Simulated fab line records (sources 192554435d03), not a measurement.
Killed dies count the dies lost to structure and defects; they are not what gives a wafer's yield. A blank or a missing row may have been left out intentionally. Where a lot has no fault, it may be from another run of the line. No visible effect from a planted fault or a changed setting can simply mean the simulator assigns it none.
Lot-split experiment / flow n5Finfet / 7 lots, 21 wafers read, on a route of 1938 steps

== THE SPLIT ==
At N5_PASSIVATION_ETCH_54 (etches SiO2 in CHF3/O2, target depth 880 nm, time 440 s), the setting biasW was moved away from the recipe's 170 W on 6 of the 21 wafers read, by -10.9% to +10.0%. The other wafers ran this setting at the recipe's value.

The split's own step is where the reading is taken.

== THE READING ==
rfVppV, in V, at N5_PASSIVATION_ETCH_54 (etches SiO2 in CHF3/O2, target depth 880 nm, time 440 s). Typical for fault-free wafers on this fab line: 521 V, with standard deviation 4.5 V.

wafer=L078.3; tool, chamber at the split=rieDiel-05, 0; biasW as run, W=170; against the recipe=recipe; rfVppV, V=521; against lot-mates on the recipe=-
wafer=L078.4; tool, chamber at the split=rieDiel-05, 2; biasW as run, W=170; against the recipe=recipe; rfVppV, V=516; against lot-mates on the recipe=-
wafer=L078.5; tool, chamber at the split=rieDiel-05, 2; biasW as run, W=183.3; against the recipe=+7.8%; rfVppV, V=548; against lot-mates on the recipe=+30
wafer=L079.1; tool, chamber at the split=rieDiel-05, 0; biasW as run, W=170; against the recipe=recipe; rfVppV, V=521; against lot-mates on the recipe=-
wafer=L079.4; tool, chamber at the split=rieDiel-05, 1; biasW as run, W=170; against the recipe=recipe; rfVppV, V=519; against lot-mates on the recipe=-
wafer=L079.6; tool, chamber at the split=rieDiel-05, 0; biasW as run, W=170; against the recipe=recipe; rfVppV, V=520; against lot-mates on the recipe=-
wafer=L082.2; tool, chamber at the split=rieDiel-03, 3; biasW as run, W=187; against the recipe=+10.0%; rfVppV, V=560; against lot-mates on the recipe=+47
wafer=L082.3; tool, chamber at the split=rieDiel-03, 0; biasW as run, W=170; against the recipe=recipe; rfVppV, V=513; against lot-mates on the recipe=-
wafer=L082.6; tool, chamber at the split=rieDiel-03, 3; biasW as run, W=187; against the recipe=+10.0%; rfVppV, V=561; against lot-mates on the recipe=+48
wafer=L084.2; tool, chamber at the split=rieDiel-05, 3; biasW as run, W=186.2; against the recipe=+9.5%; rfVppV, V=556; against lot-mates on the recipe=+37
wafer=L084.3; tool, chamber at the split=rieDiel-05, 0; biasW as run, W=170; against the recipe=recipe; rfVppV, V=519; against lot-mates on the recipe=-
wafer=L084.5; tool, chamber at the split=rieDiel-05, 0; biasW as run, W=186.2; against the recipe=+9.5%; rfVppV, V=559; against lot-mates on the recipe=+40
wafer=L085.2; tool, chamber at the split=rieDiel-03, 1; biasW as run, W=151.5; against the recipe=-10.9%; rfVppV, V=478; against lot-mates on the recipe=-41
wafer=L085.3; tool, chamber at the split=rieDiel-03, 3; biasW as run, W=170; against the recipe=recipe; rfVppV, V=518; against lot-mates on the recipe=-
wafer=L085.6; tool, chamber at the split=rieDiel-03, 3; biasW as run, W=170; against the recipe=recipe; rfVppV, V=520; against lot-mates on the recipe=-
wafer=L090.1; tool, chamber at the split=rieDiel-01, 2; biasW as run, W=170; against the recipe=recipe; rfVppV, V=527; against lot-mates on the recipe=-
wafer=L090.2; tool, chamber at the split=rieDiel-01, 0; biasW as run, W=170; against the recipe=recipe; rfVppV, V=529; against lot-mates on the recipe=-
wafer=L090.4; tool, chamber at the split=rieDiel-01, 1; biasW as run, W=170; against the recipe=recipe; rfVppV, V=529; against lot-mates on the recipe=-
wafer=L092.2; tool, chamber at the split=rieDiel-01, 0; biasW as run, W=170; against the recipe=recipe; rfVppV, V=528; against lot-mates on the recipe=-
wafer=L092.5; tool, chamber at the split=rieDiel-01, 1; biasW as run, W=170; against the recipe=recipe; rfVppV, V=528; against lot-mates on the recipe=-
wafer=L092.6; tool, chamber at the split=rieDiel-01, 2; biasW as run, W=170; against the recipe=recipe; rfVppV, V=527; against lot-mates on the recipe=-

THE FIT
A straight line over all 21 wafers: rfVppV changes by +3.8 V for each +1% of biasW; r = +0.97; the points scatter about the line by 4.6 V.
The same after taking each lot's own level away (the mean of its wafers on the recipe; 21 wafers): +4.18 V for each +1%; r = +0.99; scatter 2.5 V.
Per that fit: largest biasW move, reading shift of 45 V.
Across the lots, their own levels run from 513.0 to 528.3 V, a range of 3.4 times the standard deviation given above.
So the lot-to-lot level changes the slope little: the two slopes agree.
Check: -47.2 V against its lot-mates is what the line predicts for one of the wafers moved furthest among these (-10.9%) when that wafer is left out of the fit. Against them it came out at -41 V.
Tool readings at the split's step, against how far the setting was moved: rfVppV r = +0.97.

== ADDITIONAL SPLITS CARRIED BY THESE WAFERS ==
Before the reading, these wafers also passed through other splits. Each is held against what the fit with the lots' levels taken away leaves over:
other split on the same wafers=N5_BEOL_M12_SPUTTER_43 powerW; wafers away from the commonest value=10; r with rfVppV (lot level and that fit taken away)=-0.60
other split on the same wafers=N5_BEOL_M13_CMP_49 downForcePsi; wafers away from the commonest value=6; r with rfVppV (lot level and that fit taken away)=-0.11
other split on the same wafers=N5_BEOL_M14_EXPOSE_07 doseMj; wafers away from the commonest value=9; r with rfVppV (lot level and that fit taken away)=-0.10
other split on the same wafers=N5_BEOL_M14_TRENCH_ETCH_34 timeS; wafers away from the commonest value=7; r with rfVppV (lot level and that fit taken away)=-0.17
other split on the same wafers=N5_BEOL_M14_SPUTTER_45 powerW; wafers away from the commonest value=7; r with rfVppV (lot level and that fit taken away)=+0.23
other split on the same wafers=N5_MIM_BOT_ETCH_ETCH_04 timeS; wafers away from the commonest value=5; r with rfVppV (lot level and that fit taken away)=+0.39
other split on the same wafers=N5_PASSIVATION_PECVD_53 tempC; wafers away from the commonest value=9; r with rfVppV (lot level and that fit taken away)=-0.15

== FILE'S OWN FIT ==
rfVppV changes by +4.07 V for each +1% of biasW, r = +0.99.
